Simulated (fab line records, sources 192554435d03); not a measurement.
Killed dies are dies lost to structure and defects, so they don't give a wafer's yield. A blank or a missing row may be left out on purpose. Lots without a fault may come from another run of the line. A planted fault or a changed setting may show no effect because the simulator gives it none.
Chamber matching | flow n5_finfet | N5_BEOL_M4_DESCUM_33 on rie_diel-06: 4 sister chambers
The step chemistry O2, time 7 s. 7 wafers are shown with their chamber, then 8 later ones without.

WAFERS WITH THEIR CHAMBER
wafer  | chamber | showerhead_plenum_p_Torr (Torr) | throttle_valve_pct (%)
L078.3 | 3       | 2.12                            | 20.63
L083.3 | 1       | 2.17                            | 20.65
L083.5 | 1       | 2.17                            | 20.63
L086.2 | 0       | 2.08                            | 20.91
L086.3 | 2       | 2.09                            | 20.30
L086.5 | 0       | 2.08                            | 20.91
L085.2 | 2       | 2.08                            | 20.29

WAFERS WITHOUT THEIR CHAMBER
wafer  | showerhead_plenum_p_Torr (Torr) | throttle_valve_pct (%)
L085.4 | 2.16                            | 20.66
L085.5 | 2.12                            | 20.65
L090.2 | 2.11                            | 20.64
L090.5 | 2.07                            | 20.92
L090.6 | 2.16                            | 20.67
L094.1 | 2.11                            | 20.68
L094.2 | 2.08                            | 20.31
L094.3 | 2.07                            | 20.93

WHICH CHAMBER EACH WENT THROUGH
wafer  | from the rows above | in truth
L085.4 | 1                   | 1
L085.5 | 3                   | 3
L090.2 | 3                   | 3
L090.5 | 0                   | 0
L090.6 | 1                   | 1
L094.1 | 3                   | 3
L094.2 | 2                   | 2
L094.3 | 0                   | 0
Placed correctly: 8 of 8. Can't be placed from these rows: 0. Placed wrongly: 0.
How it was worked out, from the rows above alone: a wafer's distance from a chamber is the root of the sum, over the readings, of the square of ((its reading less the chamber's mean) divided by the reading's scatter). The wafer belongs to the nearest chamber; if the next one is less than 2 further off, it can't be placed. A chamber's mean is the mean of its shown wafers. The scatter: the root of (the sum of the squares of (reading less its chamber's mean) over the shown wafers, divided by (wafers less chambers)).
